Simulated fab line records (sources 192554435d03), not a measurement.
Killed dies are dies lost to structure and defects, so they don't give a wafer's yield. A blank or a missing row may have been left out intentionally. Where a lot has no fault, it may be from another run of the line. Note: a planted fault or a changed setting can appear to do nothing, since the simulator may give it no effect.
Split-lot trial | flow n5_finfet | on a route of 1938 steps: 7 lots, 21 wafers read

== ON THE SPLIT ==
At N5_BEOL_M11_DESCUM_16 (chemistry O2, time 7.9 s), the setting time_s was moved away from the recipe's 7.9 s on 2 of the 21 wafers read, by +9.6% to +21.7%. All remaining wafers had this setting at the recipe value.

There is no step in the file separating the split from the reading.

== THE READING ==
CAR-ArF_of_BEOL_M11_COAT_05.thk_nm (the simulator's own value, which no gauge read), in nm, at N5_BEOL_M11_ETCH_61 (etches SiARC in CF4, target depth 39 nm, time 65 s). The file gives no usual value for it. Across the 19 wafers here that went through the recipe, the average is 55.6 nm and the standard deviation 0.18 nm.

wafer  | tool, chamber at the split | time_s as run, s | against the recipe | CAR-ArF_of_BEOL_M11_COAT_05.thk_nm, nm | against lot-mates on the recipe
L075.2 | rie_diel-01, 3             | 7.9              | recipe             | 55.6                                   | -
L075.3 | rie_diel-01, 0,2           | 7.9              | recipe             | 55.8                                   | -
L075.5 | rie_diel-01, 0,2           | 7.9              | recipe             | 56                                     | -
L077.1 | rie_diel-01, 0             | 7.9              | recipe             | 55.4                                   | -
L077.2 | rie_diel-01, 3,1           | 7.9              | recipe             | 55.4                                   | -
L077.3 | rie_diel-01, 3,1           | 7.9              | recipe             | 55.4                                   | -
L081.3 | rie_diel-03, 0             | 9.613            | +21.7%             | 54.4                                   | -1.1
L081.5 | rie_diel-03, 0             | 7.9              | recipe             | 55.6                                   | -
L081.6 | rie_diel-03, 1             | 7.9              | recipe             | 55.4                                   | -
L085.1 | rie_diel-03, 0,1           | 7.9              | recipe             | 55.8                                   | -
L085.3 | rie_diel-03, 0,1           | 7.9              | recipe             | 55.8                                   | -
L085.4 | rie_diel-03, 2             | 7.9              | recipe             | 55.6                                   | -
L090.2 | rie_diel-01, 2             | 7.9              | recipe             | 55.4                                   | -
L090.4 | rie_diel-01, 3,0           | 7.9              | recipe             | 55.4                                   | -
L090.6 | rie_diel-01, 3,0           | 7.9              | recipe             | 55.4                                   | -
L092.1 | rie_diel-03, 3             | 7.9              | recipe             | 55.6                                   | -
L092.6 | rie_diel-03, 3             | 7.9              | recipe             | 55.6                                   | -
L092.4 | rie_diel-03, 2             | 8.658            | +9.6%              | 55                                     | -0.6
L097.1 | rie_diel-03, 1,2           | 7.9              | recipe             | 55.4                                   | -
L097.2 | rie_diel-03, 1,2           | 7.9              | recipe             | 55.6                                   | -
L097.3 | rie_diel-03, 3             | 7.9              | recipe             | 55.8                                   | -
When a row names more than one chamber, that row covers several wafers, and the file does not tell which wafer ran in which chamber.

FIT RESULTS
A straight line over all 21 wafers: CAR-ArF_of_BEOL_M11_COAT_05.thk_nm changes by -0.0553 nm for each +1% of time_s; r = -0.84; the points scatter about the line by 0.18 nm.
The same after taking each lot's own level away (the mean of its wafers on the recipe; 21 wafers): -0.0525 nm for each +1%; r = -0.93; scatter 0.11 nm.
Per that fit: largest time_s move, reading shift of 1.1 nm.
Measured against the standard deviation above, the lots' own levels, which go from 55.40 to 55.80 nm, span 2.2 times it.
Hence the lot-to-lot level has little effect on the slope; both slopes agree.
Check: -1.36 nm against its lot-mates is what the line predicts for one of the wafers moved furthest among these (+21.7%) when that wafer is left out of the fit. It came out at -1.1 nm against them.

== OTHER SPLITS APPLIED TO THESE WAFERS ==
Other splits were also applied to these wafers ahead of the reading. Each is held against what the fit with the lots' levels taken away leaves over:
other split on the same wafers   | wafers away from the commonest value | r with CAR-ArF_of_BEOL_M11_COAT_05.thk_nm (lot level and that fit taken away)
N5_BEOL_M7_TRENCH_ETCH_37 bias_w | 6                                    | +0.37
N5_BEOL_M8_DESCUM_33 time_s      | 9                                    | -0.11
N5_BEOL_M8_TRENCH_ETCH_37 bias_w | 4                                    | +0.00
N5_BEOL_M9_ETCH_66 time_s        | 10                                   | -0.13
N5_BEOL_M10_COAT_63 spin_rpm     | 8                                    | -0.18
N5_BEOL_M10_PEB_26 peb_time_s    | 6                                    | -0.17

== THE WHOLE CHAIN: every reading that the file lists as answering this split, in the file's order ==
step                  | what it does                                       | reading                                                                             | change (the file's fit)                | r (the file's)
N5_BEOL_M11_DESCUM_16 | chemistry O2, time 7.9 s                           | CAR-ArF_of_BEOL_M11_COAT_05.thk_nm (the simulator's own value, which no gauge read) | -0.0432 nm for each +1% of the setting | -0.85
N5_BEOL_M11_ETCH_61   | etches SiARC in CF4, target depth 39 nm, time 65 s | CAR-ArF_of_BEOL_M11_COAT_05.thk_nm (the simulator's own value, which no gauge read) | -0.0527 nm for each +1% of the setting | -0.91

== THE FILE'S OWN FIT ==
CAR-ArF_of_BEOL_M11_COAT_05.thk_nm changes by -0.0527 nm for each +1% of time_s, r = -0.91.
